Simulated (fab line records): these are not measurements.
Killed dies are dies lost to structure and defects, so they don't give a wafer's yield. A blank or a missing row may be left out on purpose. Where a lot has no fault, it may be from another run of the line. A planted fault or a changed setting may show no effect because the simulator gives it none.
fab line records	flow nandHarc
record: lots: 15	wafers: 45	lastDay: 34
route steps=1302 shown A_STAIRCASE@768
lots that met no fault: taken from a fault-free run of the same line
startH: start of the lot's first displayed wafer, in hours after the record's first day	waitH: hours since the lot's step before	" same as the row above	L1.1+2: several wafers, shown together as one row	- value missing, or start not given	* or withheld: withheld	< > ~ a bound
route shown NAME@n: names a module that has steps shown in the file, with the first one's number in the route	usual: mean/standard deviation taken from wafers without a fault	same: alike in all rows	chamber/n: place in a boat	sites: each site's reading	_std_site: the values' standard deviation	_edge_site: inner sites' mean taken away from outer sites' mean	radiusMm: for every site, how far away it sits from the centre of the wafer	mask NAME#n: copy n	behind: the last tool/chamber to shape the wafer	hold: what put the lot on hold/how long, in hours/how the hold closed	device: the n, p or np transistor that did not switch	end of line: the tests these same wafers got at the end of their route	a step with no rows: only its recipe	killed: at the first sort, the dies lost to defects and structure; wafer yield is something else	map: a wafer's dies, marking killed ones x, the rest . and places with no die _
set.NAME: the run value of the setting; set.NAME@STEP: its run value at that earlier step	model.NAME: the simulator's own value behind a step, which no gauge read
route steps across a sampled set of lots; one table per step, one row per wafer
services: the hour from which a tool's chamber was out of use, counted from the record's first day as startH (under 0 if before that day), plus the number of hours and why
== steps ==
step: NHARC_A_STAIRCASE_STRIP_254
recipe: powerW: 1500	tempC: 250	chemistry: O2
usual: drypumpMotorCurrentA: 5.6/0.58	heaterPowerW: 359/22
lot.wafer	tool	chamber	startH	waitH	drypumpMotorCurrentA	heaterPowerW	rfHoursCounterH
L223.2	plasmaAsher-01	1	362.63	-	5.9	355	3
L223.6	"	1	"	"	5.9	356	-
L223.5	"	0	"	"	6.3	321	-
L225.4	plasmaAsher-01	1	391.79	-	6.0	355	-
L225.3	"	0	"	"	6.3	324	-
L225.6	"	0	"	"	6.3	332	-
L228.2	plasmaAsher-01	0	411.77	-	6.3	323	13
L228.5	"	1	"	"	6.0	352	-
L228.6	"	0	"	"	6.3	332	-
L230.2	plasmaAsher-01	1	435.48	-	5.9	360	17
L230.3	"	0	"	"	6.3	329	-
L230.5	"	1	"	"	6.0	364	-
L231.1	plasmaAsher-01	0	445.32	-	6.2	322	20
L231.4	"	0	"	"	6.3	327	-
L231.6	"	1	"	"	6.0	358	-
L235.1	plasmaAsher-02	1	485.78	-	4.8	365	9
L235.3	"	0	"	"	5.2	391	-
L235.4	"	1	"	"	4.8	363	-
L237.1	plasmaAsher-01	1	515.58	-	6.0	365	34
L237.2	"	0	"	"	6.3	329	34
L237.5	"	0	"	"	6.3	335	-
L238.4	plasmaAsher-02	1	520.85	-	4.8	361	-
L238.5	"	1	"	"	4.8	376	-
L238.6	"	0	"	"	5.2	393	-
L242.2	plasmaAsher-02	0	545.24	-	5.2	388	24
L242.3	"	1	"	"	4.8	372	-
L242.6	"	0	"	"	5.2	394	-
L241.1	plasmaAsher-01	0	545.68	-	6.3	342	3
L241.2	"	1	"	"	5.9	361	3
L241.6	"	0	"	"	6.3	341	-
L240.1	plasmaAsher-01	0	546.71	-	6.3	348	3
L240.4	"	1	"	"	5.9	373	-
L240.5	"	0	"	"	6.3	335	-
L243.4	plasmaAsher-02	1	574.44	-	4.8	364	-
L243.6	"	1	"	"	4.8	356	-
L243.5	"	0	"	"	5.2	387	-
L244.2	plasmaAsher-01	1	584.39	-	6.0	363	11
L244.3	"	1	"	"	5.9	368	-
L244.6	"	0	"	"	6.3	337	-
L245.3	plasmaAsher-02	0	597.42	-	5.2	388	-
L245.4	"	1	"	"	4.8	380	-
L245.5	"	1	"	"	4.8	372	-
L246.4	plasmaAsher-01	1	598.10	-	6.0	368	-
L246.3	"	0	"	"	6.3	339	-
L246.6	"	1	"	"	5.9	357	-
step: NHARC_A_STAIRCASE_ETCH_451
recipe: targetDepthA: 300	overetchA: 30	timeS: 16.5	ionEnergyEv: 100	cf4FlowSccm: 80	o2FlowSccm: 20	arFlowSccm: 0	rfW: 300	biasW: 100	chemistry: CF4/O2
usual: drypumpMotorCurrentA: 5.7/0.5	oesProductAu: 1.002/0.01	rfVppV: 198.1/1.3	showerheadPlenumPTorr: 1.35/0.055	throttleValvePct: 13.398/0.0089
lot.wafer	tool	chamber	startH	waitH	drypumpMotorCurrentA	oesProductAu	rfHoursCounterH	rfVppV	showerheadPlenumPTorr	throttleValvePct
L223.2	rieDiel-06	1	-	-	5.9	1.004	18	199.0	1.37	13.402
L223.6	"	0	"	"	5.8	1.000	-	197.5	1.34	13.376
L223.5	"	1	"	"	5.9	0.995	-	197.4	1.37	13.388
L225.3	rieDiel-13	0	-	-	5.1	0.995	16	198.7	1.42	13.406
L225.4	"	3	"	"	6.4	1.001	16	196.9	1.27	13.399
L225.6	"	0	"	"	5.0	0.992	-	199.9	1.42	13.405
L228.2	rieDiel-09	2	-	-	6.2	1.002	27	199.6	1.32	13.406
L228.5	"	2	"	"	6.2	1.002	-	198.0	1.32	13.389
L228.6	"	3	"	"	6.0	1.003	-	195.8	1.24	13.408
L230.2	rieDiel-06	3	-	-	6.4	0.993	35	196.6	1.31	13.397
L230.3	"	0	"	"	5.8	1.011	35	198.4	1.34	13.402
L230.5	"	3	"	"	6.4	1.011	-	197.5	1.31	13.394
L231.1	rieDiel-06	1	-	-	6.0	0.998	40	198.7	1.36	13.387
L231.4	"	2	"	"	5.2	0.985	40	200.2	1.43	13.395
L231.6	"	0	"	"	5.8	1.009	-	197.4	1.34	13.406
L235.4	rieDiel-13	2	-	-	5.1	1.005	50	200.0	1.38	13.385
L235.1	"	3	"	"	6.4	0.997	48	197.9	1.26	13.392
L235.3	"	0	"	"	5.0	0.991	49	200.6	1.41	13.399
L237.1	rieDiel-06	0	-	-	5.8	1.013	9	199.5	1.33	13.395
L237.2	"	2	"	"	5.2	1.003	11	199.5	1.42	13.379
L237.5	"	3	"	"	6.4	0.997	-	198.0	1.30	13.392
L238.4	rieDiel-06	1	-	-	5.9	1.003	14	198.4	1.36	13.402
L238.6	"	1	"	"	6.0	1.008	-	197.2	1.36	13.394
L238.5	"	2	"	"	5.2	1.011	-	199.8	1.42	13.412
L242.3	rieDiel-13	3	-	-	6.4	0.991	9	196.8	1.26	13.410
L242.2	"	0	"	"	5.0	0.994	8	200.1	1.41	13.398
L242.6	"	1	"	"	5.4	0.992	-	197.7	1.35	13.393
L241.2	rieDiel-13	0	-	-	5.0	0.991	9	199.0	1.41	13.398
L241.1	"	2	"	"	5.1	0.988	10	199.1	1.37	13.400
L241.6	"	0	"	"	5.1	0.988	-	198.9	1.41	13.399
L240.4	rieDiel-09	0	-	-	4.9	0.991	18	198.3	1.32	13.384
L240.1	"	1	"	"	5.8	1.021	17	198.8	1.43	13.408
L240.5	"	0	"	"	4.9	0.987	-	196.5	1.32	13.399
L243.4	rieDiel-09	3	-	-	6.0	1.024	26	199.9	1.44	13.408
L243.6	"	0	"	"	4.9	0.983	-	197.2	1.32	13.398
L243.5	"	1	"	"	5.8	1.018	-	199.1	1.43	13.411
L244.2	rieDiel-09	3	-	-	6.0	1.012	29	200.0	1.44	13.394
L244.3	"	0	"	"	4.9	0.980	27	195.4	1.32	13.399
L244.6	"	2	"	"	6.2	0.999	-	197.2	1.31	13.379
L245.4	rieDiel-06	1	-	-	6.0	1.002	38	198.3	1.35	13.403
L245.3	"	2	"	"	5.2	1.008	35	198.4	1.42	13.393
L245.5	"	0	"	"	5.8	1.015	-	197.4	1.33	13.390
L246.4	rieDiel-09	3	-	-	6.0	1.004	31	198.0	1.44	13.398
L246.3	"	0	"	"	4.9	0.993	29	196.3	1.32	13.386
L246.6	"	3	"	"	6.0	1.017	-	200.9	1.44	13.399
step: NHARC_A_STAIRCASE_DEVELOP_288
recipe: timeS: 140
usual: chillPlateTempC: 23.01/0.11	exhaustPa: 45.0/0.88	resistLineTempC: 22.99/0.1
lot.wafer	tool	chamber	startH	waitH	chillPlateTempC	exhaustPa	resistLineTempC
L223.2	lithoTrack-07	0	372	-	22.98	44.1	23.18
L223.5	"	0	"	"	23.07	43.3	22.91
L223.6	"	0	"	"	22.89	43.2	23.25
L225.3	lithoTrack-03	0	401	-	22.99	45.8	23.08
L225.4	"	0	"	"	23.08	43.1	22.68
L225.6	"	0	"	"	22.94	44.5	22.99
L228.2	lithoTrack-03	-	422	-	-	-	-
L228.5	"	-	"	"	-	-	-
L228.6	"	-	"	"	-	-	-
L230.2	lithoTrack-05	-	452	-	-	-	-
L230.3	"	-	"	"	-	-	-
L230.5	"	-	"	"	-	-	-
L231.1	lithoTrack-05	-	459	-	-	-	-
L231.4	"	-	"	"	-	-	-
L231.6	"	-	"	"	-	-	-
L235.1	lithoTrack-07	0	498	-	22.88	45.6	22.98
L235.3	"	0	"	"	22.74	46.4	22.92
L235.4	"	0	"	"	22.74	45.7	22.89
L237.1	lithoTrack-05	0	529	-	22.97	45.6	23.01
L237.2	"	0	"	"	23.09	45.4	23.04
L237.5	"	0	"	"	23.15	44.6	22.93
L238.4	lithoTrack-03	0	536	-	23.01	45.0	23.11
L238.5	"	0	"	"	22.75	45.0	23.18
L238.6	"	0	"	"	22.99	45.2	23.12
L242.2	lithoTrack-05	0	556	-	22.91	45.8	23.02
L242.3	"	0	"	"	22.96	45.1	22.91
L242.6	"	0	"	"	23.00	45.0	23.07
L241.1	lithoTrack-07	0	557	-	23.03	45.5	22.96
L241.2	"	0	"	"	22.93	44.7	23.00
L241.6	"	0	"	"	23.06	45.4	22.99
L240.1	lithoTrack-05	0	559	-	23.18	45.4	23.07
L240.4	"	0	"	"	23.14	44.7	23.04
L240.5	"	0	"	"	23.18	44.6	23.05
L243.4	lithoTrack-03	0	583	-	23.06	44.4	23.00
L243.5	"	0	"	"	22.96	46.4	23.08
L243.6	"	0	"	"	23.11	44.8	23.12
L244.2	lithoTrack-07	0	594	-	23.18	45.8	22.79
L244.3	"	0	"	"	23.15	45.3	22.94
L244.6	"	0	"	"	23.20	45.1	23.02
L245.3	lithoTrack-07	0	610	-	23.00	44.9	23.08
L245.4	"	0	"	"	22.85	46.2	23.13
L245.5	"	0	"	"	22.89	46.3	22.98
L246.3	lithoTrack-05	0	611	-	22.91	44.5	22.97
L246.4	"	0	"	"	22.97	43.8	22.95
L246.6	"	0	"	"	23.01	45.0	22.97
step: NHARC_A_STAIRCASE_ETCH_452
recipe: targetDepthA: 300	overetchA: 30	timeS: 16.5	ionEnergyEv: 100	cf4FlowSccm: 80	o2FlowSccm: 20	arFlowSccm: 0	rfW: 300	biasW: 100	chemistry: CF4/O2
usual: drypumpMotorCurrentA: 5.7/0.52	oesProductAu: 0.998/0.0092	rfVppV: 198.3/1.3	showerheadPlenumPTorr: 1.36/0.054	throttleValvePct: 13.397/0.0094
lot.wafer	tool	chamber	startH	waitH	drypumpMotorCurrentA	oesProductAu	rfHoursCounterH	rfVppV	showerheadPlenumPTorr	throttleValvePct
L223.2	rieDiel-13	3	-	-	6.4	1.001	8	196.6	1.27	13.399
L223.6	"	1	"	"	5.3	0.998	-	197.3	1.36	13.402
L223.5	"	2	"	"	5.1	1.002	-	200.7	1.38	13.390
L225.3	rieDiel-06	2	-	-	5.2	0.999	26	200.6	1.43	13.400
L225.4	"	0	"	"	5.8	1.006	27	197.4	1.34	13.400
L225.6	"	1	"	"	6.0	0.997	-	198.0	1.36	13.379
L228.2	rieDiel-06	0	-	-	5.8	1.012	32	196.8	1.34	13.407
L228.5	"	0	"	"	5.8	0.997	-	199.2	1.34	13.390
L228.6	"	1	"	"	6.0	1.008	-	198.7	1.36	13.405
L230.3	rieDiel-06	1	-	-	5.9	0.990	40	198.3	1.36	13.401
L230.2	"	3	"	"	6.4	1.008	40	196.8	1.31	13.401
L230.5	"	2	"	"	5.2	0.991	-	199.0	1.43	13.402
L231.1	rieDiel-13	2	-	-	5.1	1.004	39	199.0	1.38	13.391
L231.4	"	3	"	"	6.4	1.000	37	197.0	1.26	13.402
L231.6	"	1	"	"	5.4	0.992	-	196.2	1.35	13.387
L235.4	rieDiel-13	2	-	-	5.1	1.005	51	198.2	1.37	13.401
L235.1	"	0	"	"	5.0	0.994	52	198.0	1.41	13.396
L235.3	"	1	"	"	5.4	0.995	49	198.5	1.35	13.387
L237.2	rieDiel-13	3	-	-	6.4	0.987	0	195.4	1.26	13.392
L237.1	"	0	"	"	5.1	1.002	0	198.8	1.41	13.394
L237.5	"	0	"	"	5.0	0.996	-	198.9	1.41	13.408
L238.4	rieDiel-06	1	-	-	5.9	0.999	-	197.1	1.35	13.397
L238.6	"	3	"	"	6.4	0.997	-	197.6	1.30	13.393
L238.5	"	0	"	"	5.8	1.008	-	198.4	1.33	13.394
L242.2	rieDiel-13	3	-	-	6.4	0.983	12	196.4	1.26	13.396
L242.3	"	0	"	"	5.0	0.980	10	200.9	1.41	13.384
L242.6	"	0	"	"	5.1	0.994	-	199.7	1.41	13.398
L241.1	rieDiel-09	3	-	-	6.0	1.010	21	199.5	1.44	13.403
L241.2	"	1	"	"	5.8	1.022	18	201.1	1.43	13.408
L241.6	"	3	"	"	6.0	1.027	-	200.0	1.44	13.398
L240.1	rieDiel-09	1	-	-	5.8	1.020	19	200.7	1.43	13.368
L240.4	"	2	"	"	6.2	1.003	21	198.0	1.31	13.414
L240.5	"	1	"	"	5.8	1.020	-	201.3	1.43	13.409
L243.4	rieDiel-06	1	-	-	5.9	1.003	31	198.2	1.35	13.410
L243.6	"	2	"	"	5.2	1.001	-	199.4	1.42	13.402
L243.5	"	3	"	"	6.4	1.006	-	196.3	1.30	13.400
L244.3	rieDiel-13	0	-	-	5.1	0.993	22	198.6	1.40	13.417
L244.2	"	3	"	"	6.4	0.993	24	196.2	1.25	13.387
L244.6	"	1	"	"	5.3	0.990	-	197.1	1.34	13.397
L245.3	rieDiel-06	1	-	-	6.0	1.006	44	198.3	1.35	13.390
L245.4	"	3	"	"	6.4	0.997	45	196.5	1.30	13.404
L245.5	"	2	"	"	5.2	0.994	-	197.7	1.41	13.420
L246.4	rieDiel-13	2	-	-	5.1	0.985	27	198.1	1.37	13.390
L246.3	"	0	"	"	5.1	0.982	29	196.4	1.40	13.406
L246.6	"	2	"	"	5.1	0.980	-	198.1	1.37	13.409
== services ==
tool	chamber	startH	hours	kind
rieDiel-06	0	341.39	-	clean
plasmaAsher-01	-	342.29	9.0	pm
rieDiel-13	-	343.51	9.0	pm
rieDiel-09	2	403.14	7.8	repair
rieDiel-06	3	422.45	7.5	repair
rieDiel-06	-	425.03	0.3	repair
lithoTrack-07	-	426.00	7.0	pm
rieDiel-09	2	427.96	6.4	repair
plasmaAsher-02	-	428.22	9.0	pm
rieDiel-13	3	438.47	4.7	repair
rieDiel-06	2	442.72	2.9	repair
lithoTrack-03	-	450.00	7.0	pm
rieDiel-09	0	459.93	16.0	repair
plasmaAsher-01	-	464.66	0.5	repair
lithoTrack-05	-	474.00	7.0	pm
rieDiel-13	-	478.05	0.4	repair
rieDiel-06	-	484.85	9.0	pm
rieDiel-09	-	497.23	9.0	pm
plasmaAsher-01	-	519.29	9.0	pm
rieDiel-13	-	520.51	9.0	pm
rieDiel-13	1	534.71	5.6	repair
plasmaAsher-02	-	547.20	2.0	repair
lithoTrack-07	-	601.00	7.0	pm
plasmaAsher-02	-	605.22	9.0	pm
== key ==
firstSign: step: NHARC_A_STAIRCASE_DEVELOP_288	reading: toolRecord	direction: missing
effect none on later readings
metAt NHARC_A_STAIRCASE_DEVELOP_288
struckLots L228,L230,L231
laterRowsLeftOut L228.2,L228.5,L228.6,L230.2,L230.3,L230.5,L231.1,L231.4,L231.6
sortLeftOut L228.2,L228.5,L228.6,L230.2,L230.3,L230.5,L231.1,L231.4,L231.6
testerLeftOut L228,L230,L231
notActingAt NHARC_A_STAIRCASE_STRIP_254,NHARC_A_STAIRCASE_ETCH_451,NHARC_A_STAIRCASE_ETCH_452
onsetBetween 401 422
fault: kind: skippedStepWhole	tool: lithoTrack-03,lithoTrack-05	chamber: -	onsetH: 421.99	steps: NHARC_A_STAIRCASE_DEVELOP_288	scope: struckLotsOnly
testerLeftOut: of these lots the tester's yield and bins aren't shown, on N5 and GAA mostly nor the transistor test; their killed dies are dies lost to structure and defects alone, not to doping, threshold or leakage, so they don't give the yield
sortLeftOut: the simulated sort isn't trusted on such a fault, so these wafers' sort isn't shown, and their yield isn't known
laterRowsLeftOut: the simulator's readings of these wafers behind a module that went badly wrong aren't trusted and aren't shown, but for the sort
